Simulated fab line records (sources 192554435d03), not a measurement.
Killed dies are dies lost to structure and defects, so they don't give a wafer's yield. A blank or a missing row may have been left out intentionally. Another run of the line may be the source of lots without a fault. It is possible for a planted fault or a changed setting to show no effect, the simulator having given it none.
fab line records ; flow n5-finfet
record: lots: 12; wafers: 36; last-day: 18
route steps=1938 shown BEOL_M5@1113
lots untouched by any fault: they come from a run of this same line in which no faults occurred
start-h: hours from the record's first day to the start of the lot's first wafer shown ; wait-h: how many hours have passed since the lot's step before this one ; " identical to the entry in the row above ; L1.1+2: a single row standing in for several wafers ; - value missing, or start not given ; * or withheld: withheld ; < > ~ a bound
route shown NAME@n: NAME is a module with steps in the file, n the number in the route of the first one ; usual: mean/standard deviation of fault-free wafers ; same: alike in all rows ; chamber/n: place in a boat ; sites: readings site by site ; _std_site: how widely they spread, as a standard deviation ; _edge_site: the outer-site mean with the inner-site mean subtracted ; radius-mm: how far each site lies from the wafer's centre ; mask NAME#n: copy n ; behind: the last tool/chamber to shape the wafer ; hold: cause of the lot's hold/its duration in hours/its outcome ; device: which transistor (n, p or np) failed to switch ; end of line: the tests these same wafers got at the end of their route ; where a step has no rows: the recipe by itself ; killed: at the first sort, the dies lost to defects and structure; wafer yield is something else ; map: a wafer's dies, x killed, . not, _ none there
set.NAME: the run value of the setting; set.NAME@STEP: its run value at that earlier step ; model.NAME: the simulator's own value behind a step, which no gauge read
a sample of lots followed through the steps of the route, with each step as a table and each wafer as a row
services: a tool's chamber out of use, with start hour (start-h, from the record's first day; less than 0 if before it), hours out, and reason
== steps ==
step: N5_BEOL_M5_CURE_79
recipe: temp-c: 385; time-s: 240; ambient: He/Ar; material: SiCOH_lowk
usual: lamp-power-pct: 52.31/0.056; wafer_temp_C_max: 386.8/0.7
lot.wafer;tool;chamber;start-h;wait-h;lamp-power-pct;wafer_temp_C_max
L771.1;uv-cure-02;1;167.56;0.0;52.28;387.4
L771.4;uv-cure-02;1;167.56;0.0;52.38;388.2
L771.6;uv-cure-02;1;167.56;0.0;52.22;387.7
L773.3;uv-cure-01;2;190.14;0.4;52.28;387.2
L773.5;uv-cure-01;2;190.14;0.4;52.30;387.5
L773.6;uv-cure-01;2;190.14;0.4;52.23;387.7
L772.4;uv-cure-02;2;202.03;0.3;52.31;386.8
L772.5;uv-cure-02;2;202.03;0.3;52.30;387.0
L772.6;uv-cure-02;2;202.03;0.3;52.33;386.7
L774.1;uv-cure-02;1;207.77;0.0;52.28;387.8
L774.2;uv-cure-02;1;207.77;0.0;52.30;387.6
L774.3;uv-cure-02;1;207.77;0.0;52.33;388.7
L776.1;uv-cure-02;2;227.25;0.0;52.45;386.5
L776.4;uv-cure-02;2;227.25;0.0;52.32;386.7
L776.5;uv-cure-02;2;227.25;0.0;52.33;386.7
L777.1;uv-cure-02;2;233.60;0.1;52.26;386.5
L777.2;uv-cure-02;2;233.60;0.1;52.31;386.7
L777.6;uv-cure-02;2;233.60;0.1;52.42;387.1
L779.3;uv-cure-03;1;236.94;0.4;52.33;385.9
L779.5;uv-cure-03;1;236.94;0.4;52.30;386.5
L779.6;uv-cure-03;1;236.94;0.4;52.40;385.9
L785.1;uv-cure-01;0;276.19;0.0;52.33;386.4
L785.3;uv-cure-01;0;276.19;0.0;52.35;386.2
L785.6;uv-cure-01;0;276.19;0.0;52.26;386.2
L788.2;uv-cure-01;1;287.69;0.1;52.21;387.7
L788.3;uv-cure-01;1;287.69;0.1;52.29;386.7
L788.5;uv-cure-01;1;287.69;0.1;52.19;387.0
L790.2;uv-cure-01;0;299.82;0.1;52.42;387.2
L790.4;uv-cure-01;0;299.82;0.1;52.31;387.0
L790.5;uv-cure-01;0;299.82;0.1;52.40;386.8
L791.1;uv-cure-03;0;317.65;0.0;52.33;386.9
L791.2;uv-cure-03;0;317.65;0.0;52.35;386.0
L791.3;uv-cure-03;0;317.65;0.0;52.36;387.6
L793.1;uv-cure-02;2;320.56;0.1;52.38;387.4
L793.3;uv-cure-02;2;320.56;0.1;52.42;388.2
L793.4;uv-cure-02;2;320.56;0.1;52.38;387.2
step: N5_BEOL_M5_THK_MEAS_01
recipe: reads: SiCOH_lowk_of_BEOL_M5_ILD_DEP_00
usual: M5_ILD_THK: 120.9/1.6
lot.wafer;tool;chamber;start-h;wait-h;M5_ILD_THK[nm]
L771.1;film-metro-02;-;168.07;0.4;122.9
L771.4;film-metro-02;-;168.07;0.4;123.4
L771.6;film-metro-02;-;168.07;0.4;123.9
L773.3;film-metro-02;-;190.81;0.5;122.3
L773.5;film-metro-02;-;190.81;0.5;123.6
L773.6;film-metro-02;-;190.81;0.5;124.7
L772.4;film-metro-01;-;202.31;0.2;122.2
L772.5;film-metro-01;-;202.31;0.2;121.5
L772.6;film-metro-01;-;202.31;0.2;121.7
L774.1;film-metro-01;-;208.28;0.4;123.0
L774.2;film-metro-01;-;208.28;0.4;122.4
L774.3;film-metro-01;-;208.28;0.4;120.6
L776.1;film-metro-02;-;227.76;0.4;117.7
L776.4;film-metro-02;-;227.76;0.4;122.2
L776.5;film-metro-02;-;227.76;0.4;121.1
L777.1;film-metro-01;-;234.11;0.4;120.3
L777.2;film-metro-01;-;234.11;0.4;120.7
L777.6;film-metro-01;-;234.11;0.4;122.8
L779.3;film-metro-02;-;237.61;0.5;118.2
L779.5;film-metro-02;-;237.61;0.5;121.1
L779.6;film-metro-02;-;237.61;0.5;120.4
L785.1;film-metro-01;-;276.70;0.4;118.3
L785.3;film-metro-01;-;276.70;0.4;117.8
L785.6;film-metro-01;-;276.70;0.4;120.2
L788.2;film-metro-01;-;288.12;0.4;119.8
L788.3;film-metro-01;-;288.12;0.4;119.9
L788.5;film-metro-01;-;288.12;0.4;121.7
L790.2;film-metro-02;-;300.25;0.4;120.4
L790.4;film-metro-02;-;300.25;0.4;121.3
L790.5;film-metro-02;-;300.25;0.4;121.4
L791.1;film-metro-02;-;318.16;0.4;121.3
L791.2;film-metro-02;-;318.16;0.4;120.3
L791.3;film-metro-02;-;318.16;0.4;118.1
L793.1;film-metro-01;-;321.07;0.4;117.7
L793.3;film-metro-01;-;321.07;0.4;117.4
L793.4;film-metro-01;-;321.07;0.4;121.1
step: N5_BEOL_M5_INSPECT_13
recipe: mode: adi; inspect-instrument: brightfield
usual: raw-defect-count: 393/95
lot.wafer;tool;chamber;start-h;wait-h;raw-defect-count
L771.1;defect-inspect-02;-;169.29;0.1;388
L771.4;defect-inspect-02;-;169.29;0.1;306
L771.6;defect-inspect-02;-;169.29;0.1;420
L773.3;defect-inspect-02;-;192.05;0.0;287
L773.5;defect-inspect-02;-;192.05;0.0;320
L773.6;defect-inspect-02;-;192.05;0.0;403
L772.4;defect-inspect-02;-;203.35;0.0;330
L772.5;defect-inspect-02;-;203.35;0.0;302
L772.6;defect-inspect-02;-;203.35;0.0;375
L774.1;defect-inspect-02;-;209.91;0.1;443
L774.2;defect-inspect-02;-;209.91;0.1;465
L774.3;defect-inspect-02;-;209.91;0.1;574
L776.1;defect-inspect-01;-;230.94;0.1;310
L776.4;defect-inspect-01;-;230.94;0.1;334
L776.5;defect-inspect-01;-;230.94;0.1;449
L777.1;defect-inspect-01;-;234.89;0.1;506
L777.2;defect-inspect-01;-;234.89;0.1;492
L777.6;defect-inspect-01;-;234.89;0.1;571
L779.3;defect-inspect-01;-;239.18;0.0;401
L779.5;defect-inspect-01;-;239.18;0.0;453
L779.6;defect-inspect-01;-;239.18;0.0;374
L785.1;defect-inspect-02;-;278.60;0.1;353
L785.3;defect-inspect-02;-;278.60;0.1;348
L785.6;defect-inspect-02;-;278.60;0.1;355
L788.2;defect-inspect-02;-;289.37;0.0;270
L788.3;defect-inspect-02;-;289.37;0.0;424
L788.5;defect-inspect-02;-;289.37;0.0;344
L790.2;defect-inspect-01;-;301.95;0.0;251
L790.4;defect-inspect-01;-;301.95;0.0;391
L790.5;defect-inspect-01;-;301.95;0.0;186
L791.1;defect-inspect-02;-;319.83;0.1;364
L791.2;defect-inspect-02;-;319.83;0.1;475
L791.3;defect-inspect-02;-;319.83;0.1;463
L793.1;defect-inspect-01;-;321.77;0.1;350
L793.3;defect-inspect-01;-;321.77;0.1;475
L793.4;defect-inspect-01;-;321.77;0.1;440
step: N5_BEOL_M5_COAT_74
recipe: resist: underlayer; temp-c: 205; time-s: 60; spin-rpm: 1500; resist-thk-nm: 5
usual: spin-speed-rpm: 1500.1/0.94
lot.wafer;tool;chamber;start-h;wait-h;spin-speed-rpm
L771.1;litho-track-05;0;176.72;-;1501.2
L771.4;litho-track-05;0;176.72;-;1500.6
L771.6;litho-track-05;0;176.72;-;1500.0
L773.3;litho-track-03;0;193.12;-;1500.7
L773.5;litho-track-03;0;193.12;-;1498.4
L773.6;litho-track-03;0;193.12;-;1500.8
L772.4;litho-track-03;0;204.64;-;1499.9
L772.5;litho-track-03;0;204.64;-;1499.0
L772.6;litho-track-03;0;204.64;-;1498.5
L774.1;litho-track-05;0;211.62;-;1497.4
L774.2;litho-track-05;0;211.62;-;1499.1
L774.3;litho-track-05;0;211.62;-;1498.0
L776.1;litho-track-03;0;231.49;-;1500.5
L776.4;litho-track-03;0;231.49;-;1500.0
L776.5;litho-track-03;0;231.49;-;1500.4
L777.1;litho-track-05;0;237.64;-;1499.2
L777.2;litho-track-05;0;237.64;-;1499.1
L777.6;litho-track-05;0;237.64;-;1500.0
L779.3;litho-track-04;0;244.30;-;1498.7
L779.5;litho-track-04;0;244.30;-;1501.0
L779.6;litho-track-04;0;244.30;-;1499.9
L785.1;litho-track-05;0;279.61;-;1383.4
L785.3;litho-track-05;0;279.61;-;1382.4
L785.6;litho-track-05;0;279.61;-;1382.3
L788.2;litho-track-05;0;291.15;-;1384.0
L788.3;litho-track-05;0;291.15;-;1382.6
L788.5;litho-track-05;0;291.15;-;1385.1
L790.2;litho-track-04;0;305.40;-;1498.7
L790.4;litho-track-04;0;305.40;-;1498.9
L790.5;litho-track-04;0;305.40;-;1500.7
L791.1;litho-track-03;0;320.33;-;1499.9
L791.2;litho-track-03;0;320.33;-;1500.7
L791.3;litho-track-03;0;320.33;-;1499.3
L793.1;litho-track-03;0;322.56;-;1502.5
L793.3;litho-track-03;0;322.56;-;1500.6
L793.4;litho-track-03;0;322.56;-;1500.2
== services ==
tool;chamber;start-h;hours;kind
uv-cure-01;-;170.88;1.0;pm
litho-track-03;-;182.43;-;consumable-replace:filter
uv-cure-01;-;216.86;22.2;pm
uv-cure-03;-;224.65;0.2;repair
uv-cure-02;-;230.55;2.1;pm
uv-cure-01;-;258.43;9.2;repair
litho-track-04;-;276.01;-;consumable-replace:filter
uv-cure-01;-;301.40;2.1;pm
litho-track-05;-;309.19;-;consumable-replace:filter
uv-cure-01;-;320.21;6.0;pm
== key ==
first-sign: step: N5_BEOL_M5_COAT_74; reading: spin-speed-rpm; direction: down; sigmas: 99+; usual: *; struck: *
effect none on later readings
met-at N5_BEOL_M5_COAT_74
struck-lots L785,L788
not-acting-at N5_BEOL_M5_CURE_79,N5_BEOL_M5_THK_MEAS_01,N5_BEOL_M5_INSPECT_13
onset-between 237.64 279.61
fault: kind: process-parameter-drift; tool: litho-track-05; chamber: -; onset-h: 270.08; steps: N5_BEOL_M5_COAT_74; channel: spin-rpm; offset: *; shape: step; end-h: 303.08; acts-in: *; stated: *
